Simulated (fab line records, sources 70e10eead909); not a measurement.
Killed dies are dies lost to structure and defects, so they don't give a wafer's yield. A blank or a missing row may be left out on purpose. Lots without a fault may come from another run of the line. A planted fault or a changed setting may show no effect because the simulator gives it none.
One fault seen from 3 desks | flow nand_harc | each desk has only its own numbers; what lay behind them comes last

THE DEFECT DESK
What the inspections along the route counted, lot by lot: means of the sampled wafers that have a number. A lot is out of limits, marked OUT, if its mean lies more than 4 standard deviations from the usual mean; the brackets give that distance.
Columns: A = raw_defect_count at NHARC_A_BONDPAD_INSPECT_23, usual 550
lot  | first seen here | A
L948 | day 23 03:55    | 540
L949 | day 24 04:47    | 870
L951 | day 24 18:06    | 507
L955 | day 26 05:51    | 613
L954 | day 26 06:21    | 499
L957 | day 28 10:16    | 533
L959 | day 28 12:57    | 579
L958 | day 28 17:50    | 534
L960 | day 28 19:26    | 519
L961 | day 29 06:20    | 474
L966 | day 31 20:29    | 539
L968 | day 31 23:37    | 508
L970 | day 32 00:53    | 811
This desk's finding: nothing out of limits on any of the 13 lots.

THE TOOL OWNER'S DESK: rie_diel-12
The tool's own readings at NHARC_THIN_TSV_ETCHBACK_48 (etches the open film in C4F8/Ar, target depth 1028.5 nm, time 405.17 s): means of the sampled wafers that have a number, for each lot that ran on this tool. A lot is out of limits, marked OUT, if its mean lies more than 4 standard deviations from the usual mean; the brackets give that distance.
Columns: A = bias_w at NHARC_THIN_TSV_ETCHBACK_48, usual 299.9 W; B = oes_product_au at NHARC_THIN_TSV_ETCHBACK_48, usual 0.939 a.u.; C = rf_vpp_V at NHARC_THIN_TSV_ETCHBACK_48, usual 548 V
lot  | first seen here | A     | B     | C
L954 | day 26 21:14    | 299.4 | 0.931 | 549
L961 | day 29 21:37    | 300.5 | 0.937 | 545
L966 | day 32 13:59    | 299.0 | 0.923 | 551
L968 | day 32 15:13    | 300.1 | 0.936 | 548
This desk's finding: nothing out of limits on any of the 4 lots.

THE METROLOGY DESK
What the gauges read, lot by lot, whatever tool the lot ran on: means of the sampled wafers that have a number. A lot is out of limits, marked OUT, if its mean lies more than 4 standard deviations from the usual mean; the brackets give that distance.
Columns: A = cd_nm at NHARC_A_BONDPAD_CD_MEAS_13, usual 500.3 nm
lot  | first seen here | A
L948 | day 23 01:41    | 500.1
L949 | day 24 02:34    | 499.3
L951 | day 24 15:52    | 500.6
L955 | day 26 03:35    | 500.8
L954 | day 26 04:02    | 501.4
L957 | day 28 08:03    | 498.6
L959 | day 28 10:41    | 501.5
L958 | day 28 13:27    | 501.9
L960 | day 28 15:03    | 500.5
L961 | day 29 03:39    | 500.5
L966 | day 31 18:15    | 502.0
L968 | day 31 21:20    | 500.0
L970 | day 31 22:38    | 500.0
This desk's finding: nothing out of limits on any of the 13 lots.

PUT TOGETHER
The defect desk saw nothing out of limits.
The tool owner's desk saw nothing out of limits.
The metrology desk saw nothing out of limits.

WHAT THE SIMULATOR HAD PUT IN
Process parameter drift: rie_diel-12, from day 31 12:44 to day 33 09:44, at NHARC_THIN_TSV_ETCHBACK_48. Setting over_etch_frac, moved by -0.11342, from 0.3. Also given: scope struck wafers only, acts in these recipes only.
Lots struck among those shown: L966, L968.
